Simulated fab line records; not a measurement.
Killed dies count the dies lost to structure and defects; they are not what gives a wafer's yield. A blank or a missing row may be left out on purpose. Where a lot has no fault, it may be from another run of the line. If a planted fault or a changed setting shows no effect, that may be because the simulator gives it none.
fab line records	flow n5Finfet
record: lots: 5	wafers: 14	lastDay: 16
route steps=1938 shown BEOL_M2@919 BEOL_M3@931 BEOL_M4@1111 PASSIVATION@1936
lots that met no fault: taken from a fault-free run of the same line
startH: the number of hours between the record's first day and the start of the first shown wafer of the lot	waitH: hours from the lot's prior step to this one	" same as the row above	L1.1+2: a single row standing in for several wafers	- no value, or no start was given	* or withheld: withheld	< > ~ a bound
route shown NAME@n: NAME is a module with steps in the file, n the number in the route of the first one	usual: the fault-free wafers' mean and standard deviation	same: alike in all rows	chamber/n: place in a boat	sites: readings site by site	_std_site: how widely they spread, as a standard deviation	_edge_site: the outer-site mean with the inner-site mean subtracted	radiusMm: for every site, how far away it sits from the centre of the wafer	mask NAME#n: copy n	behind: the tool/chamber that last shaped the wafer	hold: cause of the lot's hold/its duration in hours/its outcome	device: which transistor (n, p or np) failed to switch	end of line: the same wafers' tests at the end of the route	for a step that has no rows: nothing shown but its recipe	killed: not the wafer's yield, but the dies lost to structure and defects at the first sort	map: the dies of a wafer, with x for killed, . for not killed, _ for no die there
set.NAME: the setting that was run; set.NAME@STEP: the one run at that earlier step	model.NAME: the simulator's own value behind a step, which no gauge read
a table for each step, a row for each wafer; lots at some steps of the route
services: a tool's chamber out of use, with start hour (startH, from the record's first day; less than 0 if before it), hours out, and reason
== steps ==
step: N5_BEOL_M2_ANNEAL_95
recipe: tempC: 400	timeS: 240	ambient: vacuum
step: N5_BEOL_M2_SPUTTER_96
recipe: material: Cu	targetThkA: 45	tempC: -20	chamberPressurePa: 0.07	powerW: withheld	timeS: 8.29
step: N5_BEOL_M2_ECD_50
recipe: material: Cu	targetThkA: 3000
step: N5_BEOL_M2_ANNEAL_51
recipe: tempC: 225	timeS: 90	ambient: N2
step: N5_BEOL_M2_CMP_52
recipe: stopOn: SiOC	tOverpolishS: 6.8	downForcePsi: 1	platenRpm: 50	clearingPlatenDownForcePsi: 1.5	clearingPlatenRpm: 50	postCmpClean: cuAlkaline	targetThkNm: 40	clearingPlatenPadVelocityMS: 0.99484	padVelocityMS: 0.99484
step: N5_BEOL_M2_PRE_CLEAN_60
recipe: gas: NH3/H2	timeS: 15	tempC: *	rfPowerW: 300
step: N5_BEOL_M2_CO_CAP_55
recipe: material: Co	targetThkA: 20	tempC: 200	precursor: CCTBA/H2	pressureTorr: 30	timeS: 102.1
step: N5_BEOL_M2_PRE_CLEAN_56
recipe: gas: NH3	timeS: 15	tempC: withheld	rfPowerW: 300
step: N5_BEOL_M2_DEP_57
recipe: material: SiCN	targetThkA: 80	tempC: withheld	precursor: 3MS/NH3	pressureTorr: 3	rfW: 202	timeS: 14
step: N5_BEOL_M3_ILD_DEP_00
recipe: material: SiOC	targetThkA: 790	tempC: 350	precursor: DEMS/O2	pressureTorr: 5	rfW: 500	timeS: 15.3
usual: heaterPowerOuterW: 285/58	heaterPowerW: 530/82	showerheadPlenumPTorr: 5.689/0.012	throttleValvePct: 11.9/0.84
lot.wafer	tool	chamber	startH	waitH	heaterPowerOuterW	heaterPowerW	showerheadPlenumPTorr	throttleValvePct	model.SiOC_of_BEOL_M3_ILD_DEP_00.thkNm
L684.1	pecvd-04	0	201.91	0.0	276	485	5.660	12.4	77
L684.2	"	2	"	"	349	624	5.697	11.4	77.6
L684.5	"	2	"	"	350	616	5.699	11.3	79.2
L686.1	pecvd-04	2	214.37	0.0	326	581	5.689	11.5	79.4
L686.4	"	0	"	"	266	484	5.667	12.4	80
L686.6	"	2	"	"	339	596	5.689	11.6	151.8
L688.2	pecvd-04	1	225.32	0.0	383	653	5.688	12.2	148.2
L688.4	"	1	"	"	384	661	5.695	12.5	79.4
L688.6	"	2	"	"	344	632	5.698	11.3	150.6
L689.2	pecvd-04	0	230.50	0.0	240	435	5.679	12.5	146.8
L689.3	"	2	"	"	371	644	5.708	11.5	78
L695.1	pecvd-01	2	262.67	0.0	272	563	5.704	10.3	79.2
L695.4	"	0	"	"	278	548	5.679	10.9	81
L695.6	"	2	"	"	280	546	5.685	10.3	80.4
step: N5_BEOL_M3_THK_MEAS_01
recipe: reads: SiOC_of_BEOL_M3_ILD_DEP_00
usual: M3_ILD_THK: 78.9/1
lot.wafer	tool	chamber	startH	waitH	M3_ILD_THK[nm]
L684.1	filmMetro-01	-	201.98	0.0	77.0
L684.2	"	-	"	"	77.6
L684.5	"	-	"	"	79.3
L686.1	filmMetro-01	-	214.44	0.0	79.4
L686.4	"	-	"	"	80.1
L686.6	"	-	"	"	151.9
L688.2	filmMetro-01	-	225.39	0.1	148.3
L688.4	"	-	"	"	79.4
L688.6	"	-	"	"	150.7
L689.2	filmMetro-02	-	230.57	0.1	146.9
L689.3	"	-	"	"	78.0
L695.1	filmMetro-02	-	262.75	0.1	79.2
L695.4	"	-	"	"	81.0
L695.6	"	-	"	"	80.3
step: N5_BEOL_M3_PECVD_72
recipe: material: SiO2	targetThkA: 160	tempC: 400	precursor: TEOS/O2	pressureTorr: 5.5	rfW: 450	teosFlowSccm: 53.8	gas: O2	flowSccm: 3000	timeS: 18
step: N5_BEOL_M3_HM_DEP_02
recipe: material: TiN	targetThkA: 200	tempC: 25	chamberPressurePa: 0.49996
step: N5_BEOL_M3_COAT_61
recipe: resist: SOC	tempC: 250	timeS: 60	spinRpm: 1500	resistThkNm: 60
step: N5_BEOL_M3_COAT_62
recipe: resist: SiARC	tempC: 220	timeS: 60	spinRpm: 1500	resistThkNm: 12
step: N5_BEOL_M3_COAT_73
recipe: resist: underlayer	tempC: 205	timeS: 60	spinRpm: 1500	resistThkNm: 5
step: N5_BEOL_M3_COAT_05
recipe: resist: CAR-EUV	spinRpm: 1500	resistThkNm: 30
step: N5_BEOL_M3_EBR_07
recipe: solvent: PGMEA	ebrWidthMm: 1.5
step: N5_BEOL_M3_SOFTBAKE_06
recipe: tempC: 110	timeS: 60	resist: CAR-EUV
step: N5_BEOL_M3_EXPOSE_08
recipe: maskId: M3	na: 0.33	sourceShape: dipole	sigmaInner: 0.369	sigmaOuter: 0.767	polarization: unpolarized	doseMj: 33
step: N5_BEOL_M3_PEB_09
recipe: pebTempC: 100	pebTimeS: 60	resist: CAR-EUV
step: N5_BEOL_M3_DEVELOP_10
recipe: developTimeS: 30	developer: TMAH	resist: CAR-EUV	rinseLiquid: surfactantRinse	dry: airSpin	devTempC: 23
step: N5_BEOL_M3_DESCUM_16
recipe: chemistry: O2	timeS: 7	sourcePowerW: 50	biasPowerW: 20	pressureMtorr: 20	rfFrequencyHz: 2.712e+07	tempC: 40	resist: CAR-EUV	o2FlowSccm: 225
step: N5_BEOL_M3_ETCH_74
recipe: chemistry: N2/H2	target: underlayer	targetDepthA: 65	maskMaterial: CAR-EUV	timeS: 5.2	ionEnergyEv: 200	pressureMtorr: 30	sourceW: 840	biasW: 150	n2FlowSccm: 200	h2FlowSccm: 200	ends: cleared
step: N5_BEOL_M3_ETCH_63
recipe: chemistry: CF4	target: SiARC	targetDepthA: 156	maskMaterial: CAR-EUV	timeS: 26	ionEnergyEv: 80	pressureMtorr: 40	sourceW: 545	biasW: 36	Ar_flow_sccm: 100	cf4FlowSccm: 100	ends: cleared
step: N5_BEOL_M3_ETCH_64
recipe: chemistry: N2/H2	target: SOC	targetDepthA: 750	overetchA: 150	maskMaterial: SiARC	tempC: 40	timeS: 112.5	ionEnergyEv: 200	pressureMtorr: 30	sourceW: 840	biasW: 150	n2FlowSccm: 200	h2FlowSccm: 200
step: N5_BEOL_M3_STRIP_65
recipe: chemistry: N2/H2	tempC: 40	n2FlowSccm: 200	h2FlowSccm: 200	rfFrequencyHz: 6e+07
step: N5_BEOL_M3_STRIP_75
recipe: chemistry: N2/H2	tempC: 40	n2FlowSccm: 200	h2FlowSccm: 200	rfFrequencyHz: 6e+07
step: N5_BEOL_M3_STRIP_66
recipe: chemistry: CF4	resist: SiARC	powerW: 300	biasPowerW: 75	pressureMtorr: 50	cf4FlowSccm: 150	rfFrequencyHz: 6e+07
step: N5_BEOL_M3_HM_OPEN_17
recipe: chemistry: Cl2/BCl3	targetDepthA: 200	overetchA: 60	target: TiN	maskMaterial: SOC	ionEnergyEv: 150	pressureMtorr: 10	icpW: 1000	biasW: 126	Cl2_flow_sccm: 53.25	bcl3FlowSccm: 21.75	Ar_flow_sccm: 25
step: N5_BEOL_M3_STRIP_19
recipe: chemistry: O2	powerW: 400	tempC: 40	pressureMtorr: 30	rfFrequencyHz: 6e+07	biasPowerW: 0	overashFraction: 0.2	o2FlowSccm: 225
step: N5_BEOL_M3_COAT_67
recipe: resist: SOC	tempC: 250	timeS: 60	spinRpm: 1500	resistThkNm: 60
step: N5_BEOL_M3_COAT_68
recipe: resist: SiARC	tempC: 220	timeS: 60	spinRpm: 1500	resistThkNm: 12
step: N5_BEOL_M3_COAT_76
recipe: resist: underlayer	tempC: 205	timeS: 60	spinRpm: 1500	resistThkNm: 5
step: N5_BEOL_M3_COAT_22
recipe: resist: CAR-EUV	spinRpm: 1500	resistThkNm: 30
step: N5_BEOL_M3_CMP_52
recipe: stopOn: SiOC	tOverpolishS: 6.8	downForcePsi: 1	platenRpm: 50	clearingPlatenDownForcePsi: 1.5	clearingPlatenRpm: 50	postCmpClean: cuAlkaline	targetThkNm: 40	clearingPlatenPadVelocityMS: 0.99484	padVelocityMS: 0.99484
usual: motorCurrentA: 6.1/0.47	retainingRingPressureFrac: 0.999/0.0051
lot.wafer	tool	chamber	startH	waitH	motorCurrentA	retainingRingPressureFrac	model.SiOC_of_BEOL_M3_ILD_DEP_00.thkNm	model.Cu_of_BEOL_M3_ECD_50.thkNm
L684.1	cmp-01	1	213.40	0.4	6.0	1.000	74	38.6
L684.2	"	2	"	"	6.1	1.005	74.6	38.2
L684.5	"	3	"	"	5.8	0.991	76.2	40.8
L686.1	cmp-01	1	223.89	0.3	6.4	1.008	76.4	41
L686.4	"	0	"	"	6.5	0.998	77	44.6
L686.6	"	2	"	"	5.7	0.996	148.8	113.6
L688.2	cmp-04	0	238.24	0.2	7.1	1.002	145.2	111
L688.4	"	2	"	"	5.5	1.004	76.4	40.2
L688.6	"	0	"	"	7.4	0.995	147.6	112.6
L689.3	cmp-01	0	239.70	0.2	5.9	0.997	75	41.8
L689.2	"	3	"	"	5.8	0.995	143.8	108
L695.4	cmp-01	1	278.11	0.2	6.2	1.001	78	41
L695.1	"	2	"	"	5.6	0.996	76.2	37.2
L695.6	"	0	"	"	6.0	1.004	77.4	41.4
step: N5_BEOL_M4_RC_MEAS_101
usual: DIBL_N: 35.9/1.6	DIBL_P: 35.6/2.1	IOFF_N: 0.149/0.029	IOFF_P: 0.20/0.033	ION_N: 671/11	ION_P: 460/7.3	SS_N: 71.4/0.62	SS_P: 73.2/0.65	VT_N: 251/3.1	VT_P: -251/3.4
lot.wafer	tool	chamber	startH	waitH	DIBL_N[mV/V]	DIBL_P[mV/V]	IOFF_N[nA/um]	IOFF_P[nA/um]	ION_N[uA/um]	ION_P[uA/um]	SS_N[mV/dec]	SS_P[mV/dec]	VT_N[mV]	VT_P[mV]
L684.1	prober-01	0	230.41	0.0	38.3	38.9	0.210	0.23	695	468	71.7	74.2	244	-247
L684.2	"	0	"	"	37.5	38.4	0.208	0.23	694	471	72.0	73.6	244	-248
L684.5	"	0	"	"	39.1	40.7	0.229	0.26	685	470	72.0	74.2	247	-248
L686.1	prober-02	0	233.55	0.0	37.7	37.6	0.173	0.20	676	452	72.1	73.4	250	-253
L686.4	"	0	"	"	35.5	35.1	0.132	0.16	651	448	70.6	72.9	254	-258
L688.4	prober-02	0	254.70	0.5	39.2	39.5	0.203	0.25	683	461	72.8	74.5	250	-250
L689.3	prober-01	0	257.64	0.3	35.9	35.4	0.135	0.18	668	458	71.1	74.0	251	-253
L695.1	prober-02	0	288.83	0.0	36.2	35.5	0.185	0.22	677	463	71.8	74.1	248	-250
L695.4	"	0	"	"	38.2	38.7	0.225	0.28	694	476	71.9	74.4	244	-247
L695.6	"	0	"	"	38.2	38.4	0.237	0.28	687	464	72.3	75.4	243	-249
step: N5_PASSIVATION_PROBE_49
usual: defectLimitedYield: 90.9/1.5	killed_at_M0_to_M3: 36/9.9	killed_at_M4_up: 13/4.5	killedAtContacts: 13/6.4	killedAtFrontEnd: 42/12	killedAtOther: 3.4/3	killedDies: 107/18	killedOnRim: 14/4.3	killedOpen: 69/13	killedShort: 35/8.2	sort_bin_5_function: 5.3/1.1	sort_bin_6_memory: 3.4/0.69	sortNPass: 1073/18	sortYieldPct: 90.9/1.5
same: grossDies: 1180	killedAtBackSide: 0	sort_bin_4_leakage[%]: 0	sort_bin_8_speed[%]: 0
lot.wafer	tool	chamber	startH	waitH	defectLimitedYield[%]	killed_at_M0_to_M3	killed_at_M4_up	killedAtContacts	killedAtFrontEnd	killedAtOther	killedDies	killedOnRim	killedOpen	killedShort	sort_bin_5_function[%]	sort_bin_6_memory[%]	sortNPass	sortYieldPct[%]
L686.6	prober-01	-	331.83	0.3	0	1101	21	11	46	1	1180	152	84	28	96.1	3.7	0	0
L688.2	prober-01	-	352.13	0.1	0	1120	14	10	31	5	1180	152	69	25	97.0	2.7	0	0
L688.6	prober-01	-	352.33	0.3	0	1119	9	8	41	3	1180	152	59	26	96.5	3.2	0	0
L689.2	prober-02	-	356.03	0.1	0	1112	12	22	32	2	1180	152	78	42	95.8	3.9	0	0
killed by level:class
L686.6 BEOL_M3:areaDep=1068 FIN_SAQP:geometricParticle:open=17 BEOL_M1:geometricParticle:open=10 MOL_CONTACT_COAG:geometricParticle:open=9 BEOL_M2:geometricParticle:open=7 BEOL_M4:geometricParticle:open=7 STI_FIN_REVEAL:geometricParticle:open=6 BEOL_M5:geometricParticle:open=6
L688.2 BEOL_M3:areaDep=1086 MOL_CONTACT_COAG:geometricParticle:open=10 BEOL_M0_SAQP:geometricParticle:open=9 BEOL_M4:geometricParticle:open=8 BEOL_M2:geometricParticle:open=7 STI_FIN_REVEAL:geometricParticle:open=6 FIN_SAQP:geometricParticle:short=5 BEOL_M1:geometricParticle:open=5
L688.6 BEOL_M3:areaDep=1094 STI_FIN_REVEAL:geometricParticle:open=18 BEOL_M0_SAQP:geometricParticle:short=9 MOL_CONTACT_COAG:geometricParticle:open=7 BEOL_M0_SAQP:geometricParticle:open=6 STI_FIN_REVEAL:geometricParticle:short=4 DUMMY_GATE:geometricParticle:open=4 GATE_CUT:geometricParticle:short=4
L689.2 BEOL_M3:areaDep=1060 MOL_CONTACT_COAG:geometricParticle:open=13 BEOL_M3:geometricParticle:open=12 BEOL_M0_SAQP:geometricParticle:open=11 STI_FIN_REVEAL:geometricParticle:open=9 MOL_CONTACT_COAG:geometricParticle:short=9 BEOL_M1:geometricParticle:open=8 BEOL_M0_SAQP:geometricParticle:short=6
map L686.6 (x killed, . not)
_________________xxxxxxxxxxxx________________
______________xxxxxxxxxxxxxxxxxx_____________
___________xxxxxxxxxxxxxxxxxxxxxxxx__________
__________xxxxxxxxxxxxxxxxxxxxxxxxxx_________
________xxxxxxxxxxxxxxxxxxxxxxxxxxxxxx_______
_______xxxxxxxxxxxxxxxxxxxxxxxxxxxxxxxx______
______xxxxxxxxxxxxxxxxxxxxxxxxxxxxxxxxxx_____
_____xxxxxxxxxxxxxxxxxxxxxxxxxxxxxxxxxxxx____
____xxxxxxxxxxxxxxxxxxxxxxxxxxxxxxxxxxxxxx___
___xxxxxxxxxxxxxxxxxxxxxxxxxxxxxxxxxxxxxxxx__
___xxxxxxxxxxxxxxxxxxxxxxxxxxxxxxxxxxxxxxxx__
__xxxxxxxxxxxxxxxxxxxxxxxxxxxxxxxxxxxxxxxxxx_
__xxxxxxxxxxxxxxxxxxxxxxxxxxxxxxxxxxxxxxxxxx_
_xxxxxxxxxxxxxxxxxxxxxxxxxxxxxxxxxxxxxxxxxxxx
_xxxxxxxxxxxxxxxxxxxxxxxxxxxxxxxxxxxxxxxxxxxx
_xxxxxxxxxxxxxxxxxxxxxxxxxxxxxxxxxxxxxxxxxxxx
_xxxxxxxxxxxxxxxxxxxxxxxxxxxxxxxxxxxxxxxxxxxx
_xxxxxxxxxxxxxxxxxxxxxxxxxxxxxxxxxxxxxxxxxxxx
_xxxxxxxxxxxxxxxxxxxxxxxxxxxxxxxxxxxxxxxxxxxx
_xxxxxxxxxxxxxxxxxxxxxxxxxxxxxxxxxxxxxxxxxxxx
_xxxxxxxxxxxxxxxxxxxxxxxxxxxxxxxxxxxxxxxxxxxx
__xxxxxxxxxxxxxxxxxxxxxxxxxxxxxxxxxxxxxxxxxx_
__xxxxxxxxxxxxxxxxxxxxxxxxxxxxxxxxxxxxxxxxxx_
___xxxxxxxxxxxxxxxxxxxxxxxxxxxxxxxxxxxxxxxx__
___xxxxxxxxxxxxxxxxxxxxxxxxxxxxxxxxxxxxxxxx__
____xxxxxxxxxxxxxxxxxxxxxxxxxxxxxxxxxxxxxx___
_____xxxxxxxxxxxxxxxxxxxxxxxxxxxxxxxxxxxx____
______xxxxxxxxxxxxxxxxxxxxxxxxxxxxxxxxxx_____
_______xxxxxxxxxxxxxxxxxxxxxxxxxxxxxxxx______
________xxxxxxxxxxxxxxxxxxxxxxxxxxxxxx_______
__________xxxxxxxxxxxxxxxxxxxxxxxxxx_________
___________xxxxxxxxxxxxxxxxxxxxxxxx__________
______________xxxxxxxxxxxxxxxxxx_____________
_________________xxxxxxxxxxxx________________
map L688.2 (x killed, . not)
_________________xxxxxxxxxxxx________________
______________xxxxxxxxxxxxxxxxxx_____________
___________xxxxxxxxxxxxxxxxxxxxxxxx__________
__________xxxxxxxxxxxxxxxxxxxxxxxxxx_________
________xxxxxxxxxxxxxxxxxxxxxxxxxxxxxx_______
_______xxxxxxxxxxxxxxxxxxxxxxxxxxxxxxxx______
______xxxxxxxxxxxxxxxxxxxxxxxxxxxxxxxxxx_____
_____xxxxxxxxxxxxxxxxxxxxxxxxxxxxxxxxxxxx____
____xxxxxxxxxxxxxxxxxxxxxxxxxxxxxxxxxxxxxx___
___xxxxxxxxxxxxxxxxxxxxxxxxxxxxxxxxxxxxxxxx__
___xxxxxxxxxxxxxxxxxxxxxxxxxxxxxxxxxxxxxxxx__
__xxxxxxxxxxxxxxxxxxxxxxxxxxxxxxxxxxxxxxxxxx_
__xxxxxxxxxxxxxxxxxxxxxxxxxxxxxxxxxxxxxxxxxx_
_xxxxxxxxxxxxxxxxxxxxxxxxxxxxxxxxxxxxxxxxxxxx
_xxxxxxxxxxxxxxxxxxxxxxxxxxxxxxxxxxxxxxxxxxxx
_xxxxxxxxxxxxxxxxxxxxxxxxxxxxxxxxxxxxxxxxxxxx
_xxxxxxxxxxxxxxxxxxxxxxxxxxxxxxxxxxxxxxxxxxxx
_xxxxxxxxxxxxxxxxxxxxxxxxxxxxxxxxxxxxxxxxxxxx
_xxxxxxxxxxxxxxxxxxxxxxxxxxxxxxxxxxxxxxxxxxxx
_xxxxxxxxxxxxxxxxxxxxxxxxxxxxxxxxxxxxxxxxxxxx
_xxxxxxxxxxxxxxxxxxxxxxxxxxxxxxxxxxxxxxxxxxxx
__xxxxxxxxxxxxxxxxxxxxxxxxxxxxxxxxxxxxxxxxxx_
__xxxxxxxxxxxxxxxxxxxxxxxxxxxxxxxxxxxxxxxxxx_
___xxxxxxxxxxxxxxxxxxxxxxxxxxxxxxxxxxxxxxxx__
___xxxxxxxxxxxxxxxxxxxxxxxxxxxxxxxxxxxxxxxx__
____xxxxxxxxxxxxxxxxxxxxxxxxxxxxxxxxxxxxxx___
_____xxxxxxxxxxxxxxxxxxxxxxxxxxxxxxxxxxxx____
______xxxxxxxxxxxxxxxxxxxxxxxxxxxxxxxxxx_____
_______xxxxxxxxxxxxxxxxxxxxxxxxxxxxxxxx______
________xxxxxxxxxxxxxxxxxxxxxxxxxxxxxx_______
__________xxxxxxxxxxxxxxxxxxxxxxxxxx_________
___________xxxxxxxxxxxxxxxxxxxxxxxx__________
______________xxxxxxxxxxxxxxxxxx_____________
_________________xxxxxxxxxxxx________________
== services ==
tool	chamber	startH	hours	kind
pecvd-01	-	178.46	0.7	repair
cmp-01	-	182.65	5.5	pm
cmp-04	-	192.23	4.0	pm
pecvd-01	-	195.58	6.0	pm
cmp-04	-	196.23	-	consumableReplace:conditioner
cmp-04	-	196.23	-	consumableReplace:pad
pecvd-01	2	202.38	-	clean
pecvd-01	2	202.38	-	consumableReplace:showerhead
pecvd-01	2	202.38	29.0	scheduledDown
pecvd-01	2	202.38	29.0	ventCycle
pecvd-04	-	218.53	6.0	pm
cmp-04	-	223.82	2.0	repair
cmp-01	-	245.17	0.8	repair
cmp-04	-	254.89	5.3	pm
pecvd-04	0	259.29	2.1	scheduledDown
pecvd-04	0	272.73	8.0	repair
pecvd-01	0	276.77	4.4	repair
== key ==
firstSign: step: N5_BEOL_M3_THK_MEAS_01	reading: M3_ILD_THK	direction: up	sigmas: 68	usual: 78.9	struck: 149.5
effect: step: N5_PASSIVATION_PROBE_49	reading: killed_at_M0_to_M3	direction: up	sigmas: 99+	usual: 36	struck: 1113
modelEffect: step: N5_BEOL_M3_ILD_DEP_00	value: SiOC_of_BEOL_M3_ILD_DEP_00.thkNm	without: 79	struck: 149.4
modelEffect: step: N5_BEOL_M3_CMP_52	value: SiOC_of_BEOL_M3_ILD_DEP_00.thkNm	without: 76	struck: 146.4
moreKillsBornAt: N5_BEOL_M3_ILD_DEP_00@pecvd-04: 4308
metAt N5_BEOL_M3_ILD_DEP_00
struckWafers L686.6,L688.2,L688.6,L689.2
laterRowsLeftOut L686.6,L688.2,L688.6,L689.2
onsetBetween 201.91 214.37
fault: kind: processParameterDrift	tool: pecvd-04	chamber: -	onsetH: 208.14	steps: N5_BEOL_M3_ILD_DEP_00	channel: timeS	offset: *	shape: step	endH: 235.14	scope: struckWafersOnly	actsIn: *	stated: *
laterRowsLeftOut: the simulator's readings of these wafers behind a module that went badly wrong aren't trusted and aren't shown, but for the sort
